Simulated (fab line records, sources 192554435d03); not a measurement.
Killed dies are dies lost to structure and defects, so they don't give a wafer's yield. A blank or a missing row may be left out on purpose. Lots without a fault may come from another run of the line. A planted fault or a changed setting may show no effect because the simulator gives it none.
Tool commonality check | flow n5_finfet | 8 lots, 24 wafers sampled

WHY IT WAS OPENED
At N5_STI_FIN_REVEAL_CD_MEAS_22 the reading cd_nm is flagged on 2 of 8 lots. Wafers without a fault read 6.3 nm, standard deviation 0.3.
Rule: a lot is flagged when every wafer of it that has a number lies more than 4 standard deviations from that mean, or none has a number. The other lots count as sound.

lot  | measured    | on        | cd_nm (nm), wafer by wafer | flag
L886 | day 2 20:07 | cd_sem-02 | 6.4 6.1 6.6                |
L895 | day 5 01:01 | cd_sem-02 | 6.2 6.1 6.5                |
L897 | day 5 13:45 | cd_sem-01 | 6.2 6.5 6.6                |
L899 | day 6 00:53 | cd_sem-03 | 8.0 7.9 8.6                | FLAGGED
L900 | day 6 07:04 | cd_sem-03 | 7.7 7.6 7.9                | FLAGGED
L901 | day 6 12:04 | cd_sem-01 | 6.7 6.8 6.6                |
L902 | day 6 20:29 | cd_sem-03 | 5.9 6.1 6.3                |
L906 | day 7 19:52 | cd_sem-02 | 6.3 6.3 6.6                |
The numbers of the flagged lots are 8.0 nm on average: +1.7 nm against the usual, or +6 standard deviations.

WHICH TOOL RAN EACH LOT
The record holds 3 process steps before the reading, out of a route of 1938 steps. In each cell: the tool, then ch and the chambers that the sampled wafers went through, then the start.
lot  | flag    | N5_FIN_CUT_DESCUM_13              | N5_FIN_CUT_STRIP_24               | N5_STI_FIN_REVEAL_ETCH_34
L886 |         | rie_diel-06 ch 0,1,2, day 2 09:52 | rie_diel-06 ch 0,1,2, day 2 10:17 | rie_si-05 ch 0,1, day 2 19:29
L895 |         | rie_diel-02 ch 1,2,3, day 4 15:16 | rie_diel-02 ch 1,2,3, day 4 15:41 | rie_si-03 ch 1,2,3, day 5 00:25
L897 |         | rie_diel-04 ch 1,3, day 5 04:02   | rie_diel-04 ch 1,3, day 5 04:26   | rie_si-03 ch 1,2,3, day 5 13:10
L899 | FLAGGED | rie_diel-04 ch 1,3, day 5 15:22   | rie_diel-04 ch 1,3, day 5 15:47   | rie_si-03 ch 0,2,3, day 6 00:18
L900 | FLAGGED | rie_diel-06 ch 1,2,3, day 5 21:28 | rie_diel-06 ch 1,2,3, day 5 21:53 | rie_si-03 ch 1,2,3, day 6 06:28
L901 |         | rie_diel-04 ch 0,1, day 6 02:29   | rie_diel-04 ch 0,1, day 6 02:53   | rie_si-03 ch 0,2,3, day 6 11:29
L902 |         | rie_diel-04 ch 0,3, day 6 08:24   | rie_diel-04 ch 0,3, day 6 08:49   | rie_si-04 ch 1,2, day 6 19:53
L906 |         | rie_diel-02 ch 1,2, day 7 10:16   | rie_diel-02 ch 1,2, day 7 10:41   | rie_si-04 ch 0,1,3, day 7 19:14
What these steps do:
- N5_FIN_CUT_DESCUM_13: chemistry O2, time 7 s.
- N5_FIN_CUT_STRIP_24: strips in CF4.
- N5_STI_FIN_REVEAL_ETCH_34: etches Si in H2, material Si, target depth 0.97 nm.
- N5_STI_FIN_REVEAL_CD_MEAS_22: target cd 6.238 nm, pitch 28 nm.

FLAGGED OVER TOTAL, TOOL BY TOOL (the gauges that took the reading come last)
step                         | tool        | lots run | flagged | share of the flagged lots | sound lots run after its first flagged lot
N5_FIN_CUT_DESCUM_13         | rie_diel-02 | 2        | 0       | none                      | -
N5_FIN_CUT_DESCUM_13         | rie_diel-04 | 4        | 1       | some                      | 2 (L901,L902)
N5_FIN_CUT_DESCUM_13         | rie_diel-06 | 2        | 1       | some                      | 0
N5_FIN_CUT_STRIP_24          | rie_diel-02 | 2        | 0       | none                      | -
N5_FIN_CUT_STRIP_24          | rie_diel-04 | 4        | 1       | some                      | 2 (L901,L902)
N5_FIN_CUT_STRIP_24          | rie_diel-06 | 2        | 1       | some                      | 0
N5_STI_FIN_REVEAL_ETCH_34    | rie_si-03   | 5        | 2       | all                       | 1 (L901)
N5_STI_FIN_REVEAL_ETCH_34    | rie_si-04   | 2        | 0       | none                      | -
N5_STI_FIN_REVEAL_ETCH_34    | rie_si-05   | 1        | 0       | none                      | -
N5_STI_FIN_REVEAL_CD_MEAS_22 | cd_sem-01   | 2        | 0       | none                      | -
N5_STI_FIN_REVEAL_CD_MEAS_22 | cd_sem-02   | 3        | 0       | none                      | -
N5_STI_FIN_REVEAL_CD_MEAS_22 | cd_sem-03   | 3        | 2       | all                       | 1 (L902)

WHAT THE TABLE ALLOWS
2 rows of the table ran every flagged lot: rie_si-03 at N5_STI_FIN_REVEAL_ETCH_34, cd_sem-03 at N5_STI_FIN_REVEAL_CD_MEAS_22.
- rie_si-03 at N5_STI_FIN_REVEAL_ETCH_34: 2 of its 5 lots flagged. Sound lots ran on it after the first flagged one (L901), which a lasting fault on the whole tool wouldn't allow. On the flagged lots its readings are blank where sound lots have values: chamber_pressure_mTorr, drypump_motor_current_A, oes_product_au, throttle_valve_pct.
- cd_sem-03 at N5_STI_FIN_REVEAL_CD_MEAS_22: 2 of its 3 lots flagged. Sound lots ran on it after the first flagged one (L902), which a lasting fault on the whole tool wouldn't allow.
No row of the table ran every flagged lot and no sound lot after the first.

WHAT THE SIMULATOR HAD PUT IN
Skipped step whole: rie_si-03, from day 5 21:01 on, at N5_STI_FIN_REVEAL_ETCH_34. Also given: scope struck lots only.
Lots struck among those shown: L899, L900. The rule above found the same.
